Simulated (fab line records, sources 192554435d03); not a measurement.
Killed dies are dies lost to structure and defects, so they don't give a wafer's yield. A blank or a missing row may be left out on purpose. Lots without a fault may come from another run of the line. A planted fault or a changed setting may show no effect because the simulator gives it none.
Chamber matching | flow n5_finfet | N5_FIN_SAQP_PECVD_06 on pecvd-03: 3 sister chambers
The step deposits a-Si from SiH4/He, target thk 60 nm, time 48.1 s. 6 wafers are shown with their chamber, then 11 later ones without.

WAFERS WITH THEIR CHAMBER
wafer  | chamber | showerhead_plenum_p_Torr (Torr) | throttle_valve_pct (%)
L088.2 | 1       | 5.61                            | 18.2
L091.6 | 1       | 5.61                            | 17.9
L092.2 | 2       | 5.75                            | 17.4
L092.4 | 2       | 5.73                            | 17.6
L092.6 | 0       | 5.60                            | 20.1
L094.1 | 0       | 5.60                            | 20.2

WAFERS WITHOUT THEIR CHAMBER
wafer  | showerhead_plenum_p_Torr (Torr) | throttle_valve_pct (%)
L094.2 | 5.74                            | 17.3
L094.3 | 5.60                            | 18.2
L094.4 | 5.77                            | 17.2
L094.5 | 5.59                            | 20.4
L094.6 | 5.60                            | 18.2
L095.1 | 5.61                            | 18.5
L095.2 | 5.60                            | 20.2
L095.5 | 5.59                            | 18.3
L096.2 | 5.76                            | 17.4
L096.4 | 5.60                            | 18.4
L096.6 | 5.60                            | 20.3

WHICH CHAMBER EACH WENT THROUGH
wafer  | from the rows above | in truth
L094.2 | 2                   | 2
L094.3 | 1                   | 1
L094.4 | 2                   | 2
L094.5 | 0                   | 0
L094.6 | 1                   | 1
L095.1 | 1                   | 1
L095.2 | 0                   | 0
L095.5 | 1                   | 1
L096.2 | 2                   | 2
L096.4 | 1                   | 1
L096.6 | 0                   | 0
Placed correctly: 11 of 11. Can't be placed from these rows: 0. Placed wrongly: 0.
How it was worked out, from the rows above alone: a wafer's distance from a chamber is the root of the sum, over the readings, of the square of ((its reading less the chamber's mean) divided by the reading's scatter). The wafer belongs to the nearest chamber; if the next one is less than 2 further off, it can't be placed. A chamber's mean is the mean of its shown wafers. The scatter: the root of (the sum of the squares of (reading less its chamber's mean) over the shown wafers, divided by (wafers less chambers)).
